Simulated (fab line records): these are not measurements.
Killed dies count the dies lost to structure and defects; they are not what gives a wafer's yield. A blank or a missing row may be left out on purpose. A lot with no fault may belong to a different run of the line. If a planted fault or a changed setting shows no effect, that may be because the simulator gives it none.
Problem report, 8D (eight disciplines) form, completed by code / flow n5-finfet / the parts of the form that need people (team, actions taken, sign-off) are left out

1. THE PROBLEM
Mean of exposure-dose-mJ-cm2 at N5_BEOL_M9_EXPOSE_25: 38.27 across 6 wafers in 2 lots; on wafers with no fault it is 37.22 (standard deviation 0.05). That is +21 standard deviations from the usual mean.
The step: exposes mask V8.
Seen first at day 13 07:36 on euv-scanner-01, wafer L273.1. At this step, 30 wafers from 10 lots have a number in the record. Rule for "out" (also "out of limits"): further than 4 standard deviations from the usual mean. The rest of the wafers with a number are treated as sound.

2. WHAT IT IS, AND WHAT IT ISN'T
question=which readings at this step | is=exposure-dose-mJ-cm2 | is not=focus-offset-nm
question=which lots | is=L273, L274 | is not=L260, L263, L266, L268, L269, L279, L281, L283
question=which wafers of those lots | is=all that have a number | is not=-
question=read on which tools | is=euv-scanner-01 | is not=euv-scanner-02
question=when | is=from day 13 07:36 | is not=up to then (15 sound wafers); but 9 sound wafers of L279, L281, L283 came after

3. WHAT RULES OUT EACH SUSPECT
Counting: a tool at any process step up to the reading remains a suspect when it ran all the lots that are out and ran no sound lot after the first of those.
- rie-diel-02 at N5_BEOL_M9_DESCUM_16 (chemistry O2, time 7.9 s): ruled out as a lasting fault. Following L273 (day 13 05:42), the first lot on it that is out, the sound lots L283 were run on it.
- euv-scanner-01 at N5_BEOL_M9_EXPOSE_25 (exposes mask V8): kept. It processed each lot that is out, first L273 at day 13 07:36, and no sound lot thereafter; up to then, the last sound lot it processed was L269 at day 12 12:10. Its own exposure-dose-mJ-cm2 readings are out on those wafers.
The count leaves euv-scanner-01 at N5_BEOL_M9_EXPOSE_25.

4. THE CAUSE (what the simulator had put in)
Drift in process parameters on euv-scanner-01 at N5_BEOL_M9_EXPOSE_25, starting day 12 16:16. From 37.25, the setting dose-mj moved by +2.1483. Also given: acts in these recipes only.
Counting left only this tool.

5. THE EFFECT CHAIN, in route order
Each row: a reading whose mean over the struck wafers that have a number lies more than 3 standard deviations from the usual. Scope: only readings with a usual standard deviation given in the record; hours: median across lots of the time from each lot's start at the first step in this table that gives one to its start at this step; sigmas: change in usual standard deviations.
hours=0; step=N5_BEOL_M9_EXPOSE_25; reading=exposure-dose-mJ-cm2; usual=37.22; on struck wafers=38.27; change=+1.05; sigmas=+21
The process steps in it:
- N5_BEOL_M9_EXPOSE_25: exposes mask V8.

6. HOW IT WOULD HAVE BEEN CAUGHT EARLIER
In this record no reading fell out of limits until day 13 07:36, 15 hours after the fault had begun at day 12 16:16.
